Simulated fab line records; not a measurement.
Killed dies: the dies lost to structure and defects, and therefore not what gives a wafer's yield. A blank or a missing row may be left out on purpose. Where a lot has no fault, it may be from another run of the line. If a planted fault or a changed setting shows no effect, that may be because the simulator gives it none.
Lot-split experiment	flow n5 finfet	21 wafers read from 7 lots, route of 1938 steps

== ON THE SPLIT ==
At N5_BEOL_M14_TRENCH_ETCH_34 (etches SiO2 in C4F8/O2/Ar, target depth 556.65 nm, time 126.9 s), the setting time s was moved away from the recipe's 126.9 s on 9 of the 21 wafers read, by -14.5% to +11.9%. The other wafers ran this setting at the recipe's value.

== FROM THE SPLIT TO THE READING: what the file shows between them, 10 steps ==
- N5_BEOL_M14_STRIP_70: strips in C4F8/O2/Ar
- N5_BEOL_M14_OCD_MEAS_35
- N5_BEOL_M14_SPUTTER_44: material Ta, target thk 15 nm, time 24.19 s (also split here: time s)
- N5_BEOL_M14_SPUTTER_45: material Cu, target thk 100 nm, time 16.67 s
- N5_BEOL_M14_ECD_47: material Cu, target thk 1248 nm
- N5_BEOL_M14_ANNEAL_48: time 90 s
- N5_BEOL_M14_CMP_49: polishes, stops on SiO2, t overpolish 5.2 s, target thk 560 nm
- N5_BEOL_M14_THK_MEAS_50: measures by xrf
- N5_BEOL_M14_PRE_CLEAN_52: time 15 s
- N5_BEOL_M14_DEP_53: deposits SiCN from 3MS/NH3, target thk 50 nm, time 17.8 s

== THE READING ==
Measured at N5_BEOL_M14_RS_MEAS_54 by four-point probe: M14_RS, in ohm/sq. A value of 0.0333 ohm/sq with a standard deviation of 0.00062 ohm/sq is what fault-free wafers of this fab line usually give.

wafer	tool, chamber at the split	time s as run, s	against the recipe	M14_RS, ohm/sq	against lot-mates on the recipe
L074.1	rie diel-06, 3	126.9	recipe	0.0337	-
L074.3	rie diel-06, 0	126.9	recipe	0.0322	-
L074.4	rie diel-06, 1	126.9	recipe	0.0335	-
L075.3	rie diel-06, 2	140.3	+10.6%	0.0296	-0.0040
L075.4	rie diel-06, 1	126.9	recipe	0.0336	-
L075.5	rie diel-06, 2	140.3	+10.6%	0.0296	-0.0040
L085.1	rie diel-01, 3	126.9	recipe	0.0326	-
L085.2	rie diel-01, 0	126.9	recipe	0.0329	-
L085.6	rie diel-01, 0	126.9	recipe	0.0328	-
L092.2	rie diel-06, 1	108.5	-14.5%	0.0399	+0.0074
L092.3	rie diel-06, 2	108.5	-14.5%	0.0394	+0.0069
L092.4	rie diel-06, 0	126.9	recipe	0.0325	-
L091.4	rie diel-02, 2	126.9	recipe	0.0337	-
L091.5	rie diel-02, 0	126.9	recipe	0.0335	-
L091.6	rie diel-02, 1	142	+11.9%	0.0297	-0.0039
L093.1	rie diel-06, 0	135.6	+6.9%	0.0301	-0.0037
L093.3	rie diel-06, 1	135.6	+6.9%	0.0316	-0.0022
L093.5	rie diel-06, 1	126.9	recipe	0.0338	-
L095.2	rie diel-06, 0	109	-14.1%	0.0378	+0.0054
L095.5	rie diel-06, 0	126.9	recipe	0.0324	-
L095.6	rie diel-06, 1	109	-14.1%	0.0395	+0.0071

FIT RESULTS
A straight line over all 21 wafers: M14_RS changes by -0.000383 ohm/sq for each +1% of time s; r = -0.98; the points scatter about the line by 0.0007 ohm/sq.
The same after taking each lot's own level away (the mean of its wafers on the recipe; 21 wafers): -0.000433 ohm/sq for each +1%; r = -0.99; scatter 0.0006 ohm/sq.
That fit puts the effect of the largest move of time s on the reading at 0.0063 ohm/sq.
From 0.03240 to 0.03380 ohm/sq: that is the span of the lots' own levels, equal to 2.3 times the standard deviation above.
So the lot-to-lot level changes the slope: the two fits differ.
Check: +0.00626 ohm/sq against its lot-mates is what the line predicts for one of the wafers moved furthest among these (-14.5%) when that wafer is left out of the fit. It came out at +0.0074 ohm/sq against them.

== OTHER SPLITS ON THESE WAFERS ==
Other splits were also applied to these wafers ahead of the reading. Each is held against what the fit with the lots' levels taken away leaves over:
other split on the same wafers	wafers away from the commonest value	r with M14_RS (lot level and that fit taken away)
N5_BEOL_M14_SPUTTER_44 time s	9	-0.02

== THE WHOLE CHAIN: every reading that the file lists as answering this split, in the file's order ==
step	what it does	reading	change (the file's fit)	r (the file's)
N5_BEOL_M14_TRENCH_ETCH_34	etches SiO2 in C4F8/O2/Ar, target depth 556.65 nm, time 126.9 s	etch.depth nm (the simulator's own value, which no gauge read)	+6.42 nm for each +1% of the setting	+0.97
N5_BEOL_M14_OCD_MEAS_35		trench depth nm	+6.43 nm for each +1% of the setting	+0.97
N5_BEOL_M14_CMP_49	polishes, stops on SiO2, t overpolish 5.2 s, target thk 560 nm	Cu_of_BEOL_M14_ECD_47.thk nm (the simulator's own value, which no gauge read)	+6.54 nm for each +1% of the setting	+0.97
N5_BEOL_M14_THK_MEAS_50	measures by xrf	M14_THK	+6.56 for each +1% of the setting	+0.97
N5_BEOL_M14_RS_MEAS_54	measures by four-point-probe	M14_RS	-0.000422 for each +1% of the setting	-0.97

== THE FILE'S OWN FIT ==
M14_RS changes by -0.000422 ohm/sq for each +1% of time s, r = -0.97.
